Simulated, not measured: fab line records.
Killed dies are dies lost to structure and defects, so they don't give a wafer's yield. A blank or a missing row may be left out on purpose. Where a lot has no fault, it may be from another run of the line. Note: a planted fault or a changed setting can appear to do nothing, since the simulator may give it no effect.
Which tool did it? | flow n5-finfet | route of 1938 steps, sampled at 1 step: 12 lots, 36 wafers

== WHAT EACH GAUGE READ, for each wafer ==
N5_BEOL_M6_OVL_MEAS_12.
lot  | measured     | on         | M6_OVL (nm)
L075 | day 9 11:11  | overlay-01 | 0.4 0.0 -0.3
L077 | day 9 19:20  | overlay-01 | -0.9 -1.0 -0.5
L080 | day 10 16:26 | overlay-02 | -0.5 -0.5 -0.3
L082 | day 10 22:49 | overlay-01 | -0.5 -0.7 -0.9
L085 | day 11 01:55 | overlay-01 | -0.9 -1.4 -0.6
L084 | day 11 21:14 | overlay-01 | -0.6 -1.0 0.1
L088 | day 12 00:21 | overlay-02 | 0.4 1.0 0.5
L089 | day 12 15:16 | overlay-02 | 0.2 0.6 -0.9
L091 | day 13 06:53 | overlay-02 | 0.2 -0.8 1.6
L094 | day 13 16:33 | overlay-02 | -0.9 0.1 0.0
L095 | day 14 18:49 | overlay-02 | 0.4 0.3 -0.4
L096 | day 15 05:31 | overlay-01 | -1.2 -1.1 -0.5

== WHICH TOOL RAN EACH LOT (tool, then ch and the chambers of the sampled wafers, then the start) ==
No process step before these readings appears in the record.

== THE ANSWER, worked out from the rows above alone ==
Rule: the lots themselves supply what counts as usual. The widest of any qualifying gaps counts: lots, ordered by their means at a reading, are off when they make up no more than a third of the lots, leave a main group of 4 or more, and stand apart from it by 3 or more times the standard deviation of that group's means. If all means in a main group match to the digits the tables above print for the reading, that group is not used. A lot without any number at a reading at which 4 lots or more have one is off too. Where the step has rows for the other lots, those lots are counted as sound.
None of the lots is off at any reading shown; this tells nothing.

== WHAT THE SIMULATOR HAD PUT IN ==
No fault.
